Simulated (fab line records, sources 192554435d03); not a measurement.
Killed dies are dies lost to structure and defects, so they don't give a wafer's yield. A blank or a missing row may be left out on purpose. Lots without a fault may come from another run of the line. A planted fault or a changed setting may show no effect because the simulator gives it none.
Chamber matching | flow n5_finfet | N5_BEOL_M12_DEP_53 on pecvd-02: 3 sister chambers
The step deposits SiCN from 3MS/NH3, target thk 30 nm, time 10.5 s. 22 wafers are shown with their chamber, then 11 later ones without.

WAFERS WITH THEIR CHAMBER
wafer  | chamber | throttle_valve_pct (%) | showerhead_plenum_p_Torr (Torr)
L074.1 | 1       | 19.4                   | 4.158
L074.2 | 0       | 17.8                   | 4.188
L074.3 | 2       | 17.6                   | 4.159
L076.1 | 1       | 19.2                   | 4.172
L076.2 | 2       | 17.6                   | 4.156
L076.3 | 0       | 17.7                   | 4.182
L076.4 | 1       | 19.1                   | 4.163
L076.5 | 2       | 17.7                   | 4.165
L076.6 | 0       | 17.8                   | 4.189
L077.1 | 2       | 17.5                   | 4.153
L077.2 | 1       | 19.3                   | 4.161
L077.3 | 0       | 17.9                   | 4.186
L077.4 | 2       | 17.6                   | 4.150
L077.5 | 0       | 17.7                   | 4.186
L077.6 | 1       | 19.4                   | 4.175
L082.2 | 0       | 17.9                   | 4.186
L082.3 | 2       | 18.0                   | 4.158
L082.5 | 2       | 17.7                   | 4.160
L088.2 | 0       | 17.8                   | 4.181
L088.3 | 1       | 19.3                   | 4.165
L088.5 | 2       | 17.8                   | 4.158
L090.1 | 2       | 17.7                   | 4.153

SIGNATURES (means of the wafers above)
reading                  | chamber 0 | chamber 1 | chamber 2 | scatter within a chamber
throttle_valve_pct       | 17.800    | 19.283    | 17.689    | 0.121
showerhead_plenum_p_Torr | 4.18543   | 4.16567   | 4.15689   | 0.00475
Rule: a wafer's distance from a chamber is the root of the sum, over the readings, of the square of ((its reading less the chamber's mean) divided by the reading's scatter). The wafer belongs to the nearest chamber; if the next one is less than 2 further off, it can't be placed. The scatter: the root of (the sum of the squares of (reading less its chamber's mean) over the shown wafers, divided by (wafers less chambers)).

WAFERS WITHOUT THEIR CHAMBER
wafer  | throttle_valve_pct (%) | showerhead_plenum_p_Torr (Torr)
L090.5 | 17.9                   | 4.175
L090.6 | 19.4                   | 4.168
L092.1 | 19.3                   | 4.173
L092.2 | 18.1                   | 4.159
L092.4 | 19.5                   | 4.159
L094.2 | 18.2                   | 4.181
L094.5 | 17.8                   | 4.173
L094.6 | 19.3                   | 4.172
L097.1 | 19.1                   | 4.167
L097.2 | 18.0                   | 4.151
L097.6 | 19.2                   | 4.178

WHICH CHAMBER EACH WENT THROUGH
wafer  | from the rows above     | in truth
L090.5 | can't be placed: 0 or 2 | 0
L090.6 | 1                       | 1
L092.1 | 1                       | 1
L092.2 | 2                       | 2
L092.4 | 1                       | 1
L094.2 | 0                       | 0
L094.5 | can't be placed: 0 or 2 | 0
L094.6 | 1                       | 1
L097.1 | 1                       | 1
L097.2 | 2                       | 2
L097.6 | 1                       | 1
Placed correctly: 9 of 11. Can't be placed from these rows: 2 (the true chamber is among the candidates in 2). Placed wrongly: 0.
